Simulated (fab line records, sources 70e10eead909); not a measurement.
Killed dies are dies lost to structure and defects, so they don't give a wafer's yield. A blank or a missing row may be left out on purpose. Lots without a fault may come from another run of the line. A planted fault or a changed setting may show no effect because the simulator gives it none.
A struck lot beside a sound one | flow nand_harc | 42 steps out of a route of 1302
Sound: wafers L977.3, L977.4, L977.5. Struck: wafer L973.6. (L973.2, L973.5 of the same lot were not struck and are left out.) The cause comes at the end.
At each step with rows: each side's tool, then ch and its chambers, then its first start. Under that, the readings that differ: sound wafers | struck wafers | difference of the means | sigmas: that difference in standard deviations of wafers without a fault.
alike: readings whose means differ by less than 2 such deviations, and words and numbers that are the same on both sides. not compared: withheld readings, readings that some wafer has no value for, bounds like >300 that may hide the same value, and numbers for which the record gives no deviation and whose values overlap.
The two part at a step that has a row with sigmas, a row that says differs or no value, or rows on one side only. Numbers that don't overlap but have no deviation are shown without sigmas and don't part them. A reading that every wafer of one side lacks parts them only if that side has two wafers or more.

first, 7 steps without rows for these wafers: NHARC_A_M1_STRIP_19 (strips in post etch residue remover, time 600 s); NHARC_A_M1_DEGAS_29 (time 60 s); NHARC_A_M1_PRE_CLEAN_30 (time 30 s); NHARC_A_M1_PVD_20 (deposits TaN, target thk 5 nm, time 8.06 s); NHARC_A_M1_PVD_21 (deposits Cu, target thk 30 nm, time 20.49 s); NHARC_A_M1_ECD_22 (material Cu, target thk 400 nm); NHARC_A_M1_ANNEAL_31 (time 90 s).
NHARC_A_M1_CMP_23: polishes, t overpolish 20 s, target thk 154.34 nm.
  sound on cmp-01 ch 0,1,3, day 29 03:38; struck on cmp-01 ch 0, day 26 21:23
  reading                 | sound             | struck | difference | sigmas
  edge_zone_pressure_frac | 1.001 1.000 0.992 | 1.008  | +0.010     | +2
  alike: motor_current_A, time_to_endpoint_s
NHARC_A_M1_THK_MEAS_24: measures by xrf.
  sound on film_metro-01, day 29 03:54; struck on film_metro-01, day 26 21:40
  alike: thk_nm
then, 1 step without rows for these wafers: NHARC_A_M1_SRD_25.
NHARC_A_M1_INSPECT_27:
  sound on defect_inspect-01, day 29 04:04; struck on defect_inspect-02, day 26 21:49
  alike: raw_defect_count
NHARC_A_M1_PRE_CLEAN_32: time 12 s.
  sound on pecvd-03 ch 0,1, day 29 04:09; struck on pecvd-04 ch 0, day 26 21:53
  reading              | sound                | struck | difference | sigmas
  susceptor_temp_C (C) | 370.14 370.21 370.18 | 369.59 | -0.59      | -3
  alike: heater_power_w
then, 1 step without rows for these wafers: NHARC_A_M1_DEP_33 (deposits SiCN, target thk 30 nm).
NHARC_A_BONDPAD_DEP_00: deposits SiCN, target thk 250 nm.
  sound on pecvd-02 ch 0,1,2, day 29 04:45; struck on pecvd-01 ch 0, day 26 22:37
  alike: heater_power_w, susceptor_temp_C
then, 1 step without rows for these wafers: NHARC_A_BONDPAD_CMP_29 (polishes SiCN, target thk 200 nm).
NHARC_A_BONDPAD_THK_MEAS_30: measures by ellipsometry.
  sound on film_metro-01, day 29 05:25; struck on film_metro-01, day 26 23:11
  alike: thk_nm
then, 10 steps without rows for these wafers: NHARC_A_BONDPAD_SRD_31; NHARC_A_BONDPAD_DEHYDRATE_01 (time 120 s); NHARC_A_BONDPAD_HMDS_02 (time 30 s); NHARC_A_BONDPAD_COAT_33 (time 65 s); NHARC_A_BONDPAD_COAT_03 (resist thk 600 nm); NHARC_A_BONDPAD_SOFTBAKE_04 (time 70 s); NHARC_A_BONDPAD_EBR_05; NHARC_A_BONDPAD_EXPOSE_06 (exposes mask A BPAD); NHARC_A_BONDPAD_PEB_07 (peb time 80 s); NHARC_A_BONDPAD_DEVELOP_08 (time 50 s).
NHARC_A_BONDPAD_CD_MEAS_09: target cd 500 nm.
  sound on cd_sem-02 ch 0, day 29 05:59; struck on cd_sem-02 ch 0, day 26 23:38
  alike: cd_nm
NHARC_A_BONDPAD_OVL_MEAS_35:
  sound on overlay-01, day 29 06:04; struck on overlay-02, day 26 23:43
  alike: overlay_x_nm, overlay_y_nm
then, 4 steps without rows for these wafers: NHARC_A_BONDPAD_HARDBAKE_10 (time 65 s); NHARC_A_BONDPAD_DESCUM_11 (chemistry O2, time 3 s); NHARC_A_BONDPAD_ETCH_34 (etches the open film in N2/H2, target depth 60 nm, overetch 18 nm, time 65.91 s); NHARC_A_BONDPAD_ETCH_12 (etches the open film in CHF3/O2, target depth 220 nm, time 110 s).
NHARC_A_BONDPAD_CD_MEAS_13:
  sound on cd_sem-02, day 29 06:30; struck on cd_sem-02, day 27 00:10
  alike: cd_nm
then, 1 step without rows for these wafers: NHARC_A_BONDPAD_STRIP_15 (strips in O2).
NHARC_A_BONDPAD_ETCH_24: etches the open film in CF4/N2, target depth 30 nm, time 72.99 s.
  sound on rie_diel-13 ch 1,2; struck on rie_diel-07 ch 0
  reading                         | sound             | struck | difference | sigmas
  rf_vpp_V (V)                    | 316.5 313.4 318.0 | 311.0  | -5.0       | -3
  showerhead_plenum_p_Torr (Torr) | 2.79 2.57 2.79    | 2.50   | -0.22      | -2
  alike: drypump_motor_current_A, mfc_ar_sccm, oes_product_au, throttle_valve_pct
  not compared: rf_hours_counter_h
then, 1 step without rows for these wafers: NHARC_A_BONDPAD_STRIP_16 (strips in post etch residue remover, time 600 s).
NHARC_A_BONDPAD_DEGAS_25: time 60 s.
  sound on pvd_sputter-02, day 29 07:08; struck on pvd_sputter-03, day 27 00:47
  alike: heater_power_w, susceptor_temp_C
then, 1 step without rows for these wafers: NHARC_A_BONDPAD_PRE_CLEAN_26 (time 30 s).
NHARC_A_BONDPAD_PVD_17: deposits TaN, target thk 5 nm, time 8.06 s.
  sound on pvd_sputter-02; struck on pvd_sputter-03
  reading                | sound          | struck | difference | sigmas
  throttle_valve_pct (%) | 30.3 32.1 30.3 | 28.6   | -2.3       | -2
  alike: chamber_pressure_pa
then, 2 steps without rows for these wafers: NHARC_A_BONDPAD_PVD_27 (deposits Cu, target thk 30 nm, time 20.49 s); NHARC_A_BONDPAD_ECD_18 (material Cu, target thk 400 nm).
NHARC_END_SORT_01:
  sound on prober-02 ch 0, day 30 16:44; struck on prober-01 ch 0, day 28 11:16
  reading                  | sound | struck | difference | sigmas
  defect_limited_yield (%) | 94    | 81     | -13        | -4
  killed_at_array          | 34    | 129    | +95        | +5
  killed_dies              | 38    | 131    | +93        | +5
  alike: killed_at_other, killed_at_periphery, killed_open, killed_short

WHERE THEY PART
First at NHARC_A_M1_CMP_23; last, within this record, at NHARC_END_SORT_01.

WHY: what the simulator had put in
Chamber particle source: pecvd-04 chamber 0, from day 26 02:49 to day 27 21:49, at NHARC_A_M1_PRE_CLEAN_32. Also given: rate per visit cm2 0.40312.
